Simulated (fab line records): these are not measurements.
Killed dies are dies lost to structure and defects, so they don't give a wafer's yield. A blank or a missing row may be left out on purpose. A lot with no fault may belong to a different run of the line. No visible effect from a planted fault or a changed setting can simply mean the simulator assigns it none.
fab line records	flow n5Finfet	part 1 of 2: steps 1 to 21 of 29
record lots=5	wafers=15	lastDay=16
route steps=1938 shown BEOL_M13@1675
lots untouched by any fault: they come from a run of this same line in which no faults occurred
startH: hours from the record's first day to the start of the lot's first wafer shown	waitH: hours since the lot's step before	" same as the row above	L1.1+2: a single row standing in for several wafers	- either no value or no given start	* or withheld: withheld	< > ~ a bound
route shown NAME@n: a module of which the file shows steps, and the number in the route of the first	usual: mean/standard deviation of fault-free wafers	same: alike in all rows	chamber/n: place in a boat	sites: each site's reading	_std_site: their standard deviation	_edge_site: the outer-site mean with the inner-site mean subtracted	radiusMm: for every site, how far away it sits from the centre of the wafer	mask NAME#n: copy n	behind: the most recent tool/chamber to have shaped the wafer	hold: reason for holding the lot/hours on hold/outcome of the hold	device: the n, p or np transistor that did not switch	end of line: the tests these same wafers got at the end of their route	step lacking rows: just its recipe	killed: at the first sort, the dies lost to defects and structure; wafer yield is something else	map: shows each die of a wafer: x if killed, . if not, _ if none is there
set.NAME: the setting as run; set.NAME@STEP: as run at that earlier step	model.NAME: the simulator's own value behind a step, which no gauge read
lots at some steps of the route; a table a step, a row a wafer
services: a tool's chamber out of use, with start hour (startH, from the record's first day; less than 0 if before it), hours out, and reason
## steps
# step N5_BEOL_M13_STRIP_63
# recipe chemistry=N2/H2	powerW=1000	tempC=250	h2Frac=0.65	overashFraction=0.3	pressureMtorr=1000	n2FlowSccm=1750	h2FlowSccm=3250
# usual chamberPressureMTorr=999.8/0.82	drypumpMotorCurrentA=6.1/0.45	heaterPowerW=367/17	oesProductAu=0.674/0.0054	stripTimeToEndpointS=28.2/1
lot.wafer	tool	chamber	startH	waitH	chamberPressureMTorr	drypumpMotorCurrentA	heaterPowerW	oesProductAu	rfHoursCounterH	stripTimeToEndpointS
L077.1	plasmaAsher-02	0	248.65	-	1000.5	5.7	354	0.677	55	27.9
L077.4	"	0	"	"	999.4	5.7	352	0.677	-	27.4
L077.6	"	0	"	"	999.6	5.7	353	0.676	-	28.4
L083.2	plasmaAsher-01	1	270.48	-	1000.6	5.9	396	0.678	145	29.3
L083.3	"	0	"	"	999.2	5.7	363	0.671	-	29.9
L083.4	"	1	"	"	1000.9	5.9	390	0.669	-	27.1
L082.2	plasmaAsher-02	1	270.81	-	999.3	6.7	365	0.673	60	28.1
L082.3	"	1	"	"	1000.7	6.7	371	0.672	-	29.1
L082.6	"	0	"	"	999.1	5.7	349	0.670	-	27.3
L090.2	plasmaAsher-01	1	333.08	-	999.6	5.8	388	0.684	153	29.8
L090.3	"	1	"	"	998.4	5.8	385	0.660	-	29.6
L090.6	"	1	"	"	1000.3	5.8	399	0.675	-	29.1
L093.1	plasmaAsher-02	1	354.90	-	999.2	6.7	374	0.679	81	28.8
L093.2	"	0	"	"	998.9	5.7	358	0.673	81	28.3
L093.5	"	0	"	"	1000.9	5.7	355	0.679	-	27.6
# step N5_BEOL_M13_STRIP_64
# recipe chemistry=N2/H2	powerW=1000	tempC=250	h2Frac=0.65	overashFraction=0.3	pressureMtorr=withheld	n2FlowSccm=1750	h2FlowSccm=3250
# usual drypumpMotorCurrentA=6.1/0.45	heaterPowerW=367/17	oesProductAu=0.716/0.0042	stripTimeToEndpointS=31.35/0.07
lot.wafer	tool	chamber	startH	waitH	drypumpMotorCurrentA	heaterPowerW	oesProductAu	rfHoursCounterH	stripTimeToEndpointS
L077.1	plasmaAsher-02	0	248.71	0.0	5.7	353	0.717	55	31.29
L077.4	"	0	"	"	5.7	349	0.715	-	31.37
L077.6	"	0	"	"	5.7	346	0.713	-	31.20
L083.2	plasmaAsher-01	1	270.54	0.0	5.9	399	0.719	145	31.40
L083.3	"	0	"	"	5.8	348	0.711	-	31.25
L083.4	"	1	"	"	5.9	395	0.718	-	31.40
L082.2	plasmaAsher-02	1	270.87	0.0	6.7	385	0.723	60	31.42
L082.3	"	1	"	"	6.7	375	0.716	-	31.32
L082.6	"	0	"	"	5.7	343	0.712	-	31.44
L090.2	plasmaAsher-01	1	333.14	0.0	5.8	398	0.710	153	31.20
L090.3	"	1	"	"	5.8	387	0.716	-	31.25
L090.6	"	1	"	"	5.9	397	0.715	-	31.18
L093.1	plasmaAsher-02	1	354.96	0.0	6.7	371	0.717	81	31.34
L093.2	"	0	"	"	5.7	363	0.715	81	31.36
L093.5	"	0	"	"	5.7	357	0.721	-	31.29
# step N5_BEOL_M13_STRIP_71
# recipe chemistry=postEtchResidueRemover	timeS=60	tempC=25	removerPh=withheld	removerWaterWtPct=withheld	removerFluorideWtPct=withheld
lot.wafer	tool	chamber	startH	waitH
L077.1+4+6	wetBench-04	1,4,6	248.80	0.1
L083.2+3+4	wetBench-06	2,3,5	270.63	0.1
L082.2+3+6	wetBench-05	2,5,0	270.96	0.1
L090.2+3+6	wetBench-05	7,3,2	333.23	0.1
L093.1+2+5	wetBench-06	3,4,2	355.04	0.1
# step N5_BEOL_M13_SRD_72
# recipe timeS=30	tempC=23	rinseLiquid=diw	dry=n2Spin	spinRpm=1500	dryTimeS=30
lot.wafer	tool	chamber	startH	waitH
L077.1+4+6	wetBench-04	1,4,6	248.82	0.0
L083.2+3+4	wetBench-06	2,3,5	270.65	0.0
L082.2+3+6	wetBench-05	2,5,0	270.98	0.0
L090.2+3+6	wetBench-05	7,3,2	333.25	0.0
L093.1+2+5	wetBench-06	3,4,2	355.06	0.0
# step N5_BEOL_M13_CD_MEAS_17
# recipe targetCdNm=190	polarity=opening
# usual cdNm=189.3/1.6
lot.wafer	tool	chamber	startH	waitH	cdNm
L077.1	cdSem-01	-	248.86	0.0	188.3
L077.4	"	-	"	"	188.6
L077.6	"	-	"	"	189.7
L083.2	cdSem-01	-	270.69	0.0	187.4
L083.3	"	-	"	"	187.1
L083.4	"	-	"	"	187.8
L082.2	cdSem-02	-	271.02	0.0	188.1
L082.3	"	-	"	"	187.7
L082.6	"	-	"	"	187.2
L090.2	cdSem-03	-	333.30	0.0	187.1
L090.3	"	-	"	"	189.1
L090.6	"	-	"	"	186.4
L093.1	cdSem-03	-	355.10	0.0	189.3
L093.2	"	-	"	"	188.6
L093.5	"	-	"	"	191.4
# step N5_BEOL_M13_COAT_65
# recipe resist=SOC	tempC=250	timeS=60	spinRpm=1500	resistThkNm=350
# usual chillPlateTempC=22.98/0.11
lot.wafer	tool	chamber	startH	waitH	chillPlateTempC
L077.1	lithoTrack-01	0	248.90	0.0	23.06
L077.4	"	0	"	"	22.99
L077.6	"	0	"	"	23.07
L083.2	lithoTrack-05	0	270.73	0.0	23.16
L083.3	"	0	"	"	22.84
L083.4	"	0	"	"	23.17
L082.2	lithoTrack-04	0	271.06	0.0	23.08
L082.3	"	0	"	"	23.20
L082.6	"	0	"	"	23.11
L090.2	lithoTrack-01	0	333.33	0.0	23.06
L090.3	"	0	"	"	23.00
L090.6	"	0	"	"	23.00
L093.1	lithoTrack-01	0	355.14	0.0	22.73
L093.2	"	0	"	"	22.90
L093.5	"	0	"	"	23.11
# step N5_BEOL_M13_COAT_66
# recipe resist=SiARC	tempC=220	timeS=60	spinRpm=1500	resistThkNm=110
# usual chillPlateTempC=22.99/0.1
lot.wafer	tool	chamber	startH	waitH	chillPlateTempC
L077.1	lithoTrack-01	0	-	-	23.25
L077.4	"	0	"	"	23.00
L077.6	"	0	"	"	23.12
L083.2	lithoTrack-05	0	-	-	22.97
L083.3	"	0	"	"	23.02
L083.4	"	0	"	"	22.99
L082.2	lithoTrack-04	0	-	-	22.94
L082.3	"	0	"	"	22.88
L082.6	"	0	"	"	23.00
L090.2	lithoTrack-01	0	-	-	23.07
L090.3	"	0	"	"	22.86
L090.6	"	0	"	"	22.98
L093.1	lithoTrack-01	0	-	-	22.92
L093.2	"	0	"	"	23.00
L093.5	"	0	"	"	23.01
# step N5_BEOL_M13_COAT_22
# recipe spinRpm=2888	resistThkNm=300
# usual chillPlateTempC=22.99/0.12
lot.wafer	tool	chamber	startH	waitH	chillPlateTempC
L077.1	lithoTrack-01	0	-	-	22.85
L077.4	"	0	"	"	22.84
L077.6	"	0	"	"	22.97
L083.2	lithoTrack-05	0	-	-	23.03
L083.3	"	0	"	"	22.91
L083.4	"	0	"	"	22.87
L082.2	lithoTrack-04	0	-	-	22.97
L082.3	"	0	"	"	23.11
L082.6	"	0	"	"	22.99
L090.2	lithoTrack-01	0	-	-	22.82
L090.3	"	0	"	"	22.95
L090.6	"	0	"	"	22.90
L093.1	lithoTrack-01	0	-	-	23.00
L093.2	"	0	"	"	23.04
L093.5	"	0	"	"	23.10
# step N5_BEOL_M13_EBR_24
# recipe solvent=PGMEA	ebrWidthMm=1.5
# usual chillPlateTempC=23.01/0.096
# same ebrWidthMm=1.5
lot.wafer	tool	chamber	startH	waitH	chillPlateTempC
L077.1	lithoTrack-01	0	-	-	22.97
L077.4	"	0	"	"	22.81
L077.6	"	0	"	"	23.03
L083.2	lithoTrack-05	0	-	-	22.83
L083.3	"	0	"	"	22.91
L083.4	"	0	"	"	22.91
L082.2	lithoTrack-04	0	-	-	23.07
L082.3	"	0	"	"	23.04
L082.6	"	0	"	"	23.12
L090.2	lithoTrack-01	0	-	-	23.16
L090.3	"	0	"	"	23.23
L090.6	"	0	"	"	23.01
L093.1	lithoTrack-01	0	-	-	23.00
L093.2	"	0	"	"	22.89
L093.5	"	0	"	"	22.93
# step N5_BEOL_M13_SOFTBAKE_23
# recipe tempC=130	timeS=60
# usual chillPlateTempC=22.99/0.094
lot.wafer	tool	chamber	startH	waitH	chillPlateTempC
L077.1	lithoTrack-01	0	-	-	23.08
L077.4	"	0	"	"	23.03
L077.6	"	0	"	"	23.10
L083.2	lithoTrack-05	0	-	-	22.79
L083.3	"	0	"	"	22.71
L083.4	"	0	"	"	23.14
L082.2	lithoTrack-04	0	-	-	23.10
L082.3	"	0	"	"	22.95
L082.6	"	0	"	"	23.12
L090.2	lithoTrack-01	0	-	-	22.94
L090.3	"	0	"	"	23.08
L090.6	"	0	"	"	23.06
L093.1	lithoTrack-01	0	-	-	23.03
L093.2	"	0	"	"	22.92
L093.5	"	0	"	"	22.93
# step N5_BEOL_M13_EXPOSE_25
# recipe maskId=M13	na=0.93	sourceShape=conventional	sigmaOuter=0.4	polarization=unpolarized	targetCdNm=210	doseMj=22
# usual focusOffsetNm=0.0/0.51	stageVelMmS=499.98/0.25
lot.wafer	tool	chamber	startH	waitH	mask	focusOffsetNm	stageVelMmS
L077.1	krfScanner-01	0	249.14	-	M13#0	0.1	500.10
L077.4	"	0	"	"	M13#0	-0.3	499.92
L077.6	"	0	"	"	M13#0	-0.6	499.93
L083.2	krfScanner-01	0	270.97	-	M13#0	-0.2	500.18
L083.3	"	0	"	"	M13#0	-0.6	499.96
L083.4	"	0	"	"	M13#0	0.0	500.01
L082.2	krfScanner-02	0	271.31	-	M13#0	0.2	499.84
L082.3	"	0	"	"	M13#0	0.0	499.93
L082.6	"	0	"	"	M13#0	0.4	499.60
L090.2	krfScanner-01	0	333.45	-	M13#0	0.3	499.52
L090.3	"	0	"	"	M13#0	0.7	499.98
L090.6	"	0	"	"	M13#0	0.6	500.07
L093.1	krfScanner-02	0	355.26	-	M13#0	-0.3	499.41
L093.2	"	0	"	"	M13#0	-0.1	499.92
L093.5	"	0	"	"	M13#0	0.0	499.85
# step N5_BEOL_M13_PEB_26
# recipe pebTempC=130	pebTimeS=90
# usual chillPlateTempC=23.02/0.11
lot.wafer	tool	chamber	startH	waitH	chillPlateTempC
L077.1	lithoTrack-01	0	249.20	0.1	23.13
L077.4	"	0	"	"	23.08
L077.6	"	0	"	"	23.10
L083.2	lithoTrack-01	0	271.03	0.0	23.14
L083.3	"	0	"	"	23.05
L083.4	"	0	"	"	23.08
L082.2	lithoTrack-05	0	271.36	0.0	22.95
L082.3	"	0	"	"	23.02
L082.6	"	0	"	"	23.03
L090.2	lithoTrack-05	0	333.51	0.0	22.92
L090.3	"	0	"	"	23.01
L090.6	"	0	"	"	22.90
L093.1	lithoTrack-01	0	355.32	0.1	22.91
L093.2	"	0	"	"	23.06
L093.5	"	0	"	"	22.95
# step N5_BEOL_M13_DEVELOP_27
# recipe developTimeS=45	rinseLiquid=diw	dry=airSpin	devTempC=21
# usual chillPlateTempC=23.01/0.092	developerTempC=21.03/0.1
lot.wafer	tool	chamber	startH	waitH	chillPlateTempC	developerTempC
L077.1	lithoTrack-01	0	-	-	23.11	20.99
L077.4	"	0	"	"	23.04	21.10
L077.6	"	0	"	"	23.12	21.00
L083.2	lithoTrack-01	0	-	-	22.83	21.11
L083.3	"	0	"	"	22.97	21.10
L083.4	"	0	"	"	23.11	21.12
L082.2	lithoTrack-05	0	-	-	23.16	20.99
L082.3	"	0	"	"	23.07	21.02
L082.6	"	0	"	"	23.06	21.15
L090.2	lithoTrack-05	0	-	-	22.84	21.00
L090.3	"	0	"	"	23.10	21.01
L090.6	"	0	"	"	23.07	20.92
L093.1	lithoTrack-01	0	-	-	22.98	20.94
L093.2	"	0	"	"	23.16	20.97
L093.5	"	0	"	"	22.99	21.04
# step N5_BEOL_M13_HARDBAKE_32
# recipe tempC=130	timeS=120
# usual chillPlateTempC=23.02/0.1
lot.wafer	tool	chamber	startH	waitH	chillPlateTempC
L077.1	lithoTrack-01	0	-	-	22.92
L077.4	"	0	"	"	23.08
L077.6	"	0	"	"	23.15
L083.2	lithoTrack-01	0	-	-	23.05
L083.3	"	0	"	"	23.27
L083.4	"	0	"	"	23.09
L082.2	lithoTrack-05	0	-	-	23.08
L082.3	"	0	"	"	23.06
L082.6	"	0	"	"	23.05
L090.2	lithoTrack-05	0	-	-	22.93
L090.3	"	0	"	"	22.93
L090.6	"	0	"	"	22.89
L093.1	lithoTrack-01	0	-	-	22.83
L093.2	"	0	"	"	23.21
L093.5	"	0	"	"	22.78
# step N5_BEOL_M13_CD_MEAS_28
# recipe targetCdNm=209.5	landingEnergyEv=500	detector=seInlens
# usual cdNm=210.1/1.2
lot.wafer	tool	chamber	startH	waitH	cdNm
L077.1	cdSem-01	0	249.31	-	211.6
L077.4	"	0	"	"	211.3
L077.6	"	0	"	"	212.6
L083.2	cdSem-02	0	271.14	-	212.6
L083.3	"	0	"	"	211.6
L083.4	"	0	"	"	211.0
L082.2	cdSem-01	0	271.47	-	211.0
L082.3	"	0	"	"	210.3
L082.6	"	0	"	"	208.6
L090.2	cdSem-01	0	333.62	-	211.4
L090.3	"	0	"	"	211.9
L090.6	"	0	"	"	209.2
L093.1	cdSem-03	0	355.43	-	212.8
L093.2	"	0	"	"	209.6
L093.5	"	0	"	"	211.6
# step N5_BEOL_M13_OVL_MEAS_29
# recipe pointsPerWafer=44
# usual M13_OVL=1/4.8
lot.wafer	tool	chamber	startH	waitH	M13_OVL[nm]
L077.1	overlay-01	0	249.36	0.0	-1
L077.4	"	0	"	"	-4
L077.6	"	0	"	"	8
L083.2	overlay-02	0	271.17	0.0	2
L083.3	"	0	"	"	-3
L083.4	"	0	"	"	8
L082.2	overlay-01	0	271.50	0.0	-4
L082.3	"	0	"	"	2
L082.6	"	0	"	"	0
L090.2	overlay-02	0	333.65	0.0	-1
L090.3	"	0	"	"	-3
L090.6	"	0	"	"	-8
L093.1	overlay-01	0	355.46	0.0	-4
L093.2	"	0	"	"	6
L093.5	"	0	"	"	2
# step N5_BEOL_M13_INSPECT_30
# recipe mode=adi	inspectInstrument=macro
# usual rawDefectCount=2.0/1.5
lot.wafer	tool	chamber	startH	waitH	rawDefectCount
L077.1	defectInspect-02	-	249.38	0.0	1
L077.4	"	-	"	"	0
L077.6	"	-	"	"	0
L083.2	defectInspect-01	-	271.19	0.0	5
L083.3	"	-	"	"	1
L083.4	"	-	"	"	3
L082.2	defectInspect-02	-	271.53	0.0	1
L082.3	"	-	"	"	2
L082.6	"	-	"	"	2
L090.2	defectInspect-02	-	333.67	0.0	5
L090.3	"	-	"	"	2
L090.6	"	-	"	"	1
L093.1	defectInspect-02	-	355.48	0.0	2
L093.2	"	-	"	"	1
L093.5	"	-	"	"	1
# step N5_BEOL_M13_DESCUM_33
# recipe chemistry=O2	timeS=7.9	sourcePowerW=50	biasPowerW=20	pressureMtorr=20	rfFrequencyHz=2.712e+07	tempC=40	o2FlowSccm=225
# usual chamberPressureMTorr=19.999/0.019	drypumpMotorCurrentA=5.9/0.47	oesProductAu=0.78/0.084	rfVppV=243.5/1.2	showerheadPlenumPTorr=2.12/0.066	throttleValvePct=20.37/0.18
lot.wafer	tool	chamber	startH	waitH	chamberPressureMTorr	drypumpMotorCurrentA	oesProductAu	rfHoursCounterH	rfVppV	showerheadPlenumPTorr	throttleValvePct
L077.1	rieDiel-03	3	249.44	0.1	19.997	5.9	0.70	198	243.0	2.17	20.70
L077.4	"	2	"	"	20.008	4.9	0.86	33	243.1	2.03	20.09
L077.6	"	3	"	"	19.978	5.9	0.70	-	245.3	2.17	20.70
L083.2	rieDiel-02	1	271.23	0.0	19.956	5.8	0.73	187	243.6	2.09	20.32
L083.3	"	2	"	"	19.982	6.5	0.69	228	242.5	2.06	20.59
L083.4	"	1	"	"	20.005	5.8	0.73	-	244.4	2.09	20.31
L082.2	rieDiel-03	0	271.56	0.0	19.987	6.7	0.74	147	242.9	2.10	20.53
L082.3	"	3	"	"	20.009	5.9	0.70	206	245.2	2.17	20.70
L082.6	"	2	"	"	19.978	4.8	0.85	-	243.5	2.03	20.11
L090.2	rieDiel-02	2	333.71	0.0	19.986	6.4	0.70	249	242.9	2.05	20.64
L090.3	"	0	"	"	20.037	5.0	0.93	12	245.1	2.15	20.16
L090.6	"	2	"	"	19.987	6.4	0.69	-	243.3	2.05	20.63
L093.1	rieDiel-02	2	355.52	0.0	20.021	6.4	0.98	1	243.8	2.05	20.17
L093.2	"	3	"	"	20.001	5.6	0.85	63	245.1	2.22	20.22
L093.5	"	1	"	"	19.930	5.8	0.71	-	242.1	2.08	20.36
# step N5_BEOL_M13_ETCH_67
# recipe chemistry=CF4	target=SiARC	targetDepthA=1430	timeS=238.3	ionEnergyEv=80	pressureMtorr=40	sourceW=545	biasW=36	Ar_flow_sccm=100	cf4FlowSccm=100	ends=cleared
# usual chamberPressureMTorr=40.00/0.037	drypumpMotorCurrentA=5.9/0.47	etchRfOnTimeS=239/4.8	oesProductAu=0.67/0.074	rfVppV=184.3/1.1	showerheadPlenumPTorr=2.17/0.061	throttleValvePct=15.57/0.2
lot.wafer	tool	chamber	startH	waitH	chamberPressureMTorr	drypumpMotorCurrentA	etchRfOnTimeS	oesProductAu	rfHoursCounterH	rfVppV	showerheadPlenumPTorr	throttleValvePct
L077.1	rieDiel-03	3	249.47	0.0	40.01	5.9	240	0.60	198	184.6	2.20	15.78
L077.4	"	2	"	"	40.01	4.9	243	0.73	33	184.4	2.11	15.44
L077.6	"	3	"	"	40.00	5.9	241	0.59	-	183.9	2.20	15.79
L083.2	rieDiel-02	1	271.26	0.0	39.96	5.7	237	0.63	187	182.8	2.12	15.40
L083.3	"	2	"	"	39.98	6.5	243	0.60	228	183.6	2.10	15.80
L083.4	"	1	"	"	39.98	5.8	236	0.63	-	183.9	2.12	15.39
L082.2	rieDiel-03	0	271.60	0.0	40.04	6.7	249	0.62	147	184.4	2.16	15.72
L082.3	"	3	"	"	39.95	6.0	244	0.59	206	184.4	2.20	15.80
L082.6	"	2	"	"	40.00	4.9	246	0.71	-	183.3	2.11	15.47
L090.2	rieDiel-02	2	333.74	0.0	40.03	6.5	242	0.59	249	182.8	2.10	15.82
L090.3	"	0	"	"	40.01	5.1	236	0.79	13	183.6	2.18	15.24
L090.6	"	2	"	"	40.01	6.4	242	0.58	-	183.5	2.10	15.82
L093.1	rieDiel-02	2	355.55	0.0	40.00	6.5	233	0.82	1	183.4	2.10	15.30
L093.2	"	3	"	"	39.99	5.6	237	0.73	63	185.0	2.26	15.33
L093.5	"	1	"	"	40.05	5.7	237	0.61	-	182.8	2.11	15.45
# step N5_BEOL_M13_ETCH_68
# recipe chemistry=N2/H2	target=SOC	maskMaterial=SiARC	sourceW=3000	biasW=350	tempC=40	timeS=355	ionEnergyEv=200	pressureMtorr=30	n2FlowSccm=200	h2FlowSccm=200
# usual chamberPressureMTorr=30.001/0.027	drypumpMotorCurrentA=5.9/0.47	oesProductAu=0.78/0.086	rfVppV=525.0/2.2	showerheadPlenumPTorr=2.58/0.073	throttleValvePct=17.72/0.23
lot.wafer	tool	chamber	startH	waitH	chamberPressureMTorr	drypumpMotorCurrentA	oesProductAu	rfHoursCounterH	rfVppV	showerheadPlenumPTorr	throttleValvePct
L077.1	rieDiel-03	3	249.62	0.1	29.997	6.0	0.71	198	526.0	2.63	18.03
L077.4	"	2	"	"	29.999	4.9	0.87	33	522.0	2.48	17.50
L077.6	"	3	"	"	30.006	5.9	0.71	-	527.1	2.63	18.04
L083.2	rieDiel-02	1	271.41	0.1	30.000	5.8	0.73	187	523.2	2.53	17.55
L083.3	"	2	"	"	30.003	6.5	0.70	228	522.7	2.53	18.17
L083.4	"	1	"	"	30.037	5.7	0.73	-	523.7	2.53	17.58
L082.2	rieDiel-03	0	271.74	0.1	29.987	6.7	0.74	147	523.2	2.55	17.99
L082.3	"	3	"	"	29.997	5.9	0.70	206	527.5	2.63	18.05
L082.6	"	2	"	"	29.982	4.9	0.86	-	523.0	2.48	17.50
L090.2	rieDiel-02	2	333.89	0.1	29.969	6.5	0.69	249	522.4	2.52	18.20
L090.3	"	0	"	"	29.990	5.1	0.94	13	525.6	2.58	17.38
L090.6	"	2	"	"	29.986	6.5	0.69	-	523.3	2.53	18.19
L093.1	rieDiel-02	2	355.70	0.1	29.979	6.5	0.98	1	521.6	2.52	17.70
L093.2	"	3	"	"	29.994	5.6	0.86	63	527.5	2.70	17.51
L093.5	"	1	"	"	30.012	5.8	0.70	-	522.6	2.51	17.62
# step N5_BEOL_M13_STRIP_69
# recipe chemistry=N2/H2	tempC=40	n2FlowSccm=200	h2FlowSccm=200	rfFrequencyHz=6e+07
lot.wafer	tool	chamber	startH	waitH
L077.1+4+6	rieDiel-03	3,2,3	249.83	0.1
L083.2+3+4	rieDiel-02	1,2,1	271.62	0.1
L082.2+3+6	rieDiel-03	0,3,2	271.95	0.1
L090.2+3+6	rieDiel-02	2,0,2	334.10	0.1
L093.1+2+5	rieDiel-02	2,3,1	355.91	0.1
